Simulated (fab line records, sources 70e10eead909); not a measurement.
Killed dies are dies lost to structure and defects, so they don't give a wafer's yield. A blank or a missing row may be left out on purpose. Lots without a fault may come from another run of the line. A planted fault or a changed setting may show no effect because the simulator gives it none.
fab line records | flow nand_harc
record lots=15 wafers=45 last_day=25
route steps=1159 shown P_M2@339 P_BONDPAD@351
lots that met no fault: from a run of the same line without faults
start_h: hours from the record's first day to the start of the lot's first wafer shown | wait_h: hours since the lot's step before | " the same as in the row above | L1.1+2: a row that stands for several wafers | - no value, or no start given | * or withheld: withheld | < > ~ a bound
route shown NAME@n: a module of which the file shows steps, and the number in the route of the first | usual: mean/standard deviation of fault-free wafers | same: alike in all rows | chamber/n: place in a boat | sites: the reading at each site | _std_site: their standard deviation | _edge_site: outer sites' mean less inner sites' | radius_mm: how far each site lies from the wafer's centre | mask NAME#n: copy n | behind: the tool/chamber that last shaped the wafer | hold: why the lot was held/for how many hours/how that ended | device: the transistor (n, p or np) that didn't switch | end of line: the same wafers' tests at the end of the route | a step without rows: its recipe alone | killed: dies lost to structure and defects at the first sort, not the wafer's yield | map: a wafer's dies, x killed, . not, _ none there
set.NAME: the setting as run; set.NAME@STEP: as run at that earlier step | model.NAME: the simulator's own value behind a step, which no gauge read
steps of the route over a sample of lots; a table a step, a row a wafer
services: from which hour (start_h, from the record's first day; less than 0 if before it) a tool's chamber was out of use, for how many hours, and why
## steps
# step NHARC_P_M2_PRE_CLEAN_30
# recipe time_s=30 temp_c=280 gas=H2/He
# usual heater_power_w=413/58
# columns lot.wafer tool chamber start_h wait_h heater_power_w
L451.1 pvd_sputter-01 - - - 585
L451.6 " - " " 388
L451.5 " - " " 433
L453.4 pvd_sputter-02 - - - 400
L453.3 " - " " 444
L453.5 " - " " 392
L454.3 pvd_sputter-02 - - - 359
L454.4 " - " " 350
L454.6 " - " " 445
L455.2 pvd_sputter-02 - - - 368
L455.5 " - " " 444
L455.6 " - " " 358
L456.4 pvd_sputter-03 - - - 364
L456.6 " - " " 401
L456.5 " - " " 445
L457.2 pvd_sputter-02 - - - 352
L457.6 " - " " 435
L457.5 " - " " 357
L459.2 pvd_sputter-01 - - - 427
L459.6 " - " " 381
L459.5 " - " " 426
L461.4 pvd_sputter-03 - - - 360
L461.6 " - " " 361
L461.5 " - " " 405
L462.3 pvd_sputter-03 - - - 381
L462.2 " - " " 434
L462.5 " - " " 435
L463.3 pvd_sputter-02 - - - 366
L463.2 " - " " 387
L463.1 " - " " 444
L464.4 pvd_sputter-01 - - - 435
L464.1 " - " " 371
L464.5 " - " " 436
L467.3 pvd_sputter-02 - - - 397
L467.5 " - " " 379
L467.6 " - " " 467
L472.2 pvd_sputter-01 - - - 577
L472.4 " - " " 384
L472.5 " - " " 436
L473.1 pvd_sputter-02 - - - 334
L473.2 " - " " 376
L473.5 " - " " 350
L474.2 pvd_sputter-03 - - - 446
L474.3 " - " " 483
L474.5 " - " " 357
# step NHARC_P_M2_PVD_21
# recipe target_thk_a=300 chamber_pressure_pa=5 power_w=5000 substrate_temp_c=30 time_s=20.49 material=Cu
# usual substrate_temp_c=30.01/0.11 throttle_valve_pct=30.1/0.96
# columns lot.wafer tool chamber start_h wait_h substrate_temp_c throttle_valve_pct
L451.1 pvd_sputter-01 - - - 30.03 30.4
L451.5 " - " " 29.99 30.1
L451.6 " - " " 30.23 30.7
L453.3 pvd_sputter-02 - - - 29.78 28.6
L453.4 " - " " 30.03 30.0
L453.5 " - " " 29.98 29.8
L454.4 pvd_sputter-02 - - - 29.96 29.7
L454.3 " - " " 29.87 28.5
L454.6 " - " " 29.93 28.5
L455.2 pvd_sputter-02 - - - 30.00 30.0
L455.5 " - " " 29.97 29.7
L455.6 " - " " 29.79 28.8
L456.4 pvd_sputter-03 - - - 29.97 31.0
L456.6 " - " " 30.11 29.8
L456.5 " - " " 29.92 30.8
L457.2 pvd_sputter-02 - - - 30.09 30.3
L457.5 " - " " 29.98 28.7
L457.6 " - " " 30.04 30.1
L459.2 pvd_sputter-01 - - - 30.20 29.9
L459.6 " - " " 30.15 30.4
L459.5 " - " " 30.09 30.0
L461.4 pvd_sputter-03 - - - 30.05 31.0
L461.5 " - " " 29.88 31.1
L461.6 " - " " 29.96 31.3
L462.2 pvd_sputter-03 - - - 30.11 32.0
L462.3 " - " " 30.08 31.0
L462.5 " - " " 30.17 32.0
L463.3 pvd_sputter-02 - - - 29.95 29.9
L463.2 " - " " 29.93 29.7
L463.1 " - " " 29.91 28.6
L464.1 pvd_sputter-01 - - - 30.11 30.3
L464.4 " - " " 30.18 29.8
L464.5 " - " " 30.06 30.1
L467.3 pvd_sputter-02 - - - 29.90 30.5
L467.5 " - " " 29.85 29.1
L467.6 " - " " 29.90 30.8
L472.2 pvd_sputter-01 - - - 30.19 30.2
L472.4 " - " " 30.07 30.2
L472.5 " - " " 30.10 30.1
L473.2 pvd_sputter-02 - - - 30.19 30.2
L473.1 " - " " 29.87 30.8
L473.5 " - " " 29.98 28.2
L474.2 pvd_sputter-03 - - - 29.99 29.5
L474.3 " - " " 29.99 31.1
L474.5 " - " " 30.09 31.9
# step NHARC_P_M2_CMP_23
# recipe t_overpolish_s=20 target_thk_nm=144.3
# usual edge_zone_pressure_frac=1.000/0.0048 motor_current_A=11.3/1.3 time_to_endpoint_s=29.1/2.8
# columns lot.wafer tool chamber start_h wait_h edge_zone_pressure_frac motor_current_A time_to_endpoint_s
L451.1 cmp-02 1 126.77 - 1.001 9.5 31.7
L451.6 " 0 " " 1.002 11.4 32.2
L451.5 " 1 " " 1.001 9.6 31.5
L453.3 cmp-02 0 140.28 - 1.001 10.7 24.5
L453.4 " 3 " " 0.989 11.9 29.0
L453.5 " 0 " " 0.996 11.4 30.8
L454.3 cmp-02 2 143.75 - 0.994 10.6 28.2
L454.4 " 3 " " 1.002 11.4 28.9
L454.6 " 1 " " 0.997 9.9 28.6
L455.2 cmp-02 2 154.60 - 1.000 9.8 24.2
L455.6 " 0 " " 0.995 10.8 26.8
L455.5 " 1 " " 0.999 9.5 25.8
L456.4 cmp-02 3 154.97 - 0.999 12.5 24.5
L456.5 " 3 " " 1.007 12.1 24.1
L456.6 " 0 " " 0.995 11.1 23.8
L457.2 cmp-02 1 164.61 - 1.006 10.2 29.6
L457.6 " 2 " " 0.995 10.1 26.3
L457.5 " 3 " " 0.990 11.8 26.1
L459.2 cmp-04 2 181.53 - 1.009 9.5 25.7
L459.6 " 0 " " 0.998 11.4 29.5
L459.5 " 1 " " 0.994 12.9 29.4
L461.4 cmp-04 1 189.87 - 1.001 12.1 27.6
L461.6 " 3 " " 0.995 12.4 30.8
L461.5 " 0 " " 0.997 11.9 32.6
L462.3 cmp-01 2 203.93 - - - -
L462.2 " 3 " " - - -
L462.5 " 0 " " - - -
L463.3 cmp-01 3 205.18 - - - -
L463.2 " 0 " " - - -
L463.1 " 1 " " - - -
L464.4 cmp-02 0 210.10 - - - -
L464.1 " 1 " " - - -
L464.5 " 1 " " - - -
L467.3 cmp-02 1 227.69 - 0.988 9.7 32.4
L467.6 " 3 " " 0.998 11.2 35.2
L467.5 " 0 " " 1.004 11.5 30.9
L472.2 cmp-02 1 251.22 - 1.000 9.2 30.8
L472.4 " 2 " " 1.001 10.4 28.9
L472.5 " 0 " " 0.998 10.9 31.4
L473.2 cmp-04 3 252.59 - 0.997 12.2 32.9
L473.1 " 0 " " 1.006 11.8 34.6
L473.5 " 2 " " 1.003 9.8 31.5
L474.2 cmp-02 2 265.12 - 0.998 11.0 26.6
L474.3 " 1 " " 0.998 10.4 29.4
L474.5 " 3 " " 0.997 12.2 28.3
# step NHARC_P_M2_THK_MEAS_24
# recipe thk_meas_gauge=xrf
# usual thk_nm=144.4/1.4
# columns lot.wafer tool chamber start_h wait_h thk_nm
L451.1 film_metro-02 - 127.06 - 145.1
L451.5 " - " " 145.1
L451.6 " - " " 145.1
L453.3 film_metro-02 - 140.60 - 143.6
L453.4 " - " " 146.8
L453.5 " - " " 144.1
L454.3 film_metro-02 - 144.01 - 144.2
L454.4 " - " " 142.8
L454.6 " - " " 145.1
L455.2 film_metro-02 - 154.86 - 142.8
L455.5 " - " " 144.8
L455.6 " - " " 144.0
L456.4 film_metro-01 - 155.29 - 144.6
L456.5 " - " " 142.9
L456.6 " - " " 143.1
L457.2 film_metro-02 - 164.84 - 143.9
L457.5 " - " " 142.4
L457.6 " - " " 143.3
L459.2 film_metro-01 - 181.78 - 144.5
L459.5 " - " " 146.3
L459.6 " - " " 145.2
L461.4 film_metro-02 - 190.14 - 147.0
L461.5 " - " " 145.2
L461.6 " - " " 144.8
L462.2 film_metro-01 - 204.20 0.2 403.7
L462.3 " - " " 408.8
L462.5 " - " " 396.0
L463.1 film_metro-01 - 205.50 0.2 397.5
L463.2 " - " " 397.5
L463.3 " - " " 404.5
L464.1 film_metro-01 - 210.42 0.3 401.8
L464.4 " - " " 402.0
L464.5 " - " " 402.7
L467.3 film_metro-02 - 227.96 - 147.4
L467.5 " - " " 143.9
L467.6 " - " " 146.1
L472.2 film_metro-02 - 251.51 - 145.5
L472.4 " - " " 144.9
L472.5 " - " " 144.6
L473.1 film_metro-02 - 252.85 - 145.0
L473.2 " - " " 146.0
L473.5 " - " " 145.2
L474.2 film_metro-01 - 265.44 - 145.5
L474.3 " - " " 144.7
L474.5 " - " " 145.2
# step NHARC_P_BONDPAD_DEP_00
# recipe target_thk_a=2500 temp_c=370 target_thk_nm=250 pressure_torr=3 flow_sccm=200 rf_w=450 material=SiCN
# usual heater_power_outer_w=323/66 heater_power_w=558/80 showerhead_vpp_V=1296/50
# columns lot.wafer tool chamber start_h wait_h heater_power_outer_w heater_power_w showerhead_vpp_V
L451.1 pecvd-02 2 - - 558 851 1348
L451.6 " 1 " " 411 615 1290
L451.5 " 0 " " 251 456 1308
L453.3 pecvd-04 2 141.36 - 288 523 1346
L453.5 " 1 " " 273 531 1171
L453.4 " 2 " " 297 540 1338
L454.3 pecvd-04 2 144.76 - 273 488 1355
L454.6 " 1 " " 327 615 1187
L454.4 " 2 " " 274 498 1361
L455.2 pecvd-04 0 - - 311 510 1350
L455.5 " 0 " " 314 520 1328
L455.6 " 2 " " 292 503 1362
L456.5 pecvd-04 1 - - 318 593 1194
L456.6 " 2 " " 281 498 1347
L456.4 " 0 " " 333 547 1326
L457.2 pecvd-03 0 - - 369 612 1314
L457.6 " 1 " " 298 525 1274
L457.5 " 2 " " 301 552 1297
L459.2 pecvd-03 0 182.50 - 324 560 1331
L459.5 " 0 " " 335 571 1299
L459.6 " 1 " " 317 555 1258
L461.5 pecvd-02 0 190.99 - 213 416 1300
L461.4 " 1 " " 429 661 1314
L461.6 " 2 " " 515 794 1345
L467.3 pecvd-04 1 - - 309 569 1169
L467.5 " 1 " " 315 577 1184
L467.6 " 0 " " 320 520 1348
L472.2 pecvd-02 1 252.30 - 430 642 1287
L472.4 " 1 " " 429 652 1300
L472.5 " 1 " " 436 656 1297
L473.2 pecvd-04 2 253.78 0.5 285 500 1331
L473.1 " 0 " " 357 566 1330
L473.5 " 2 " " 282 507 1342
L474.3 pecvd-03 2 - - 286 515 1305
L474.2 " 0 " " 335 588 1318
L474.5 " 1 " " 300 521 1259
## services
# columns tool chamber start_h hours kind
cmp-04 - 105.00 4.0 pm
pecvd-03 - 111.07 13.0 pm
pvd_sputter-03 - 113.75 10.0 pm
cmp-02 - 123.36 1.9 repair
cmp-04 - 135.52 11.2 repair
pvd_sputter-03 - 137.46 9.7 repair
cmp-02 - 148.61 4.0 pm
cmp-02 - 152.61 - consumable_replace:conditioner
pecvd-02 - 153.13 13.0 pm
cmp-04 - 153.62 1.7 repair
pecvd-03 - 154.35 5.4 repair
pvd_sputter-01 - 158.00 10.0 pm
cmp-04 - 172.87 2.7 repair
cmp-01 - 179.69 4.0 pm
pecvd-04 - 195.48 13.0 pm
cmp-04 - 203.00 4.0 pm
cmp-02 - 206.51 1.8 repair
pvd_sputter-02 - 214.00 10.0 pm
cmp-02 - 222.68 1.0 repair
pecvd-04 1 229.94 5.4 repair
pecvd-02 2 245.24 9.3 repair
cmp-02 - 246.61 4.0 pm
cmp-02 - 259.41 3.2 repair
cmp-01 - 261.91 0.6 repair
## key
first_sign step=NHARC_P_M2_CMP_23 reading=tool_record direction=missing
effect step=NHARC_P_M2_THK_MEAS_24 reading=thk_nm direction=up sigmas=99+ usual=144.4 struck=401.6
met_at NHARC_P_M2_CMP_23
struck_lots L462,L463,L464
later_rows_left_out L462.2,L462.3,L462.5,L463.1,L463.2,L463.3,L464.1,L464.4,L464.5
sort_left_out L462.2,L462.3,L462.5,L463.1,L463.2,L463.3,L464.1,L464.4,L464.5
not_acting_at NHARC_P_M2_PRE_CLEAN_30,NHARC_P_M2_PVD_21,NHARC_P_BONDPAD_DEP_00
onset_between 164.61 203.93
fault kind=skipped_step_whole tool=cmp-01,cmp-02 chamber=- onset_h=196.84 steps=NHARC_P_M2_CMP_23 scope=struck_lots_only
# sort_left_out: the simulated sort isn't trusted on such a fault, so these wafers' sort isn't shown, and their yield isn't known
# later_rows_left_out: the simulator's readings of these wafers behind a module that went badly wrong aren't trusted and aren't shown, but for the sort
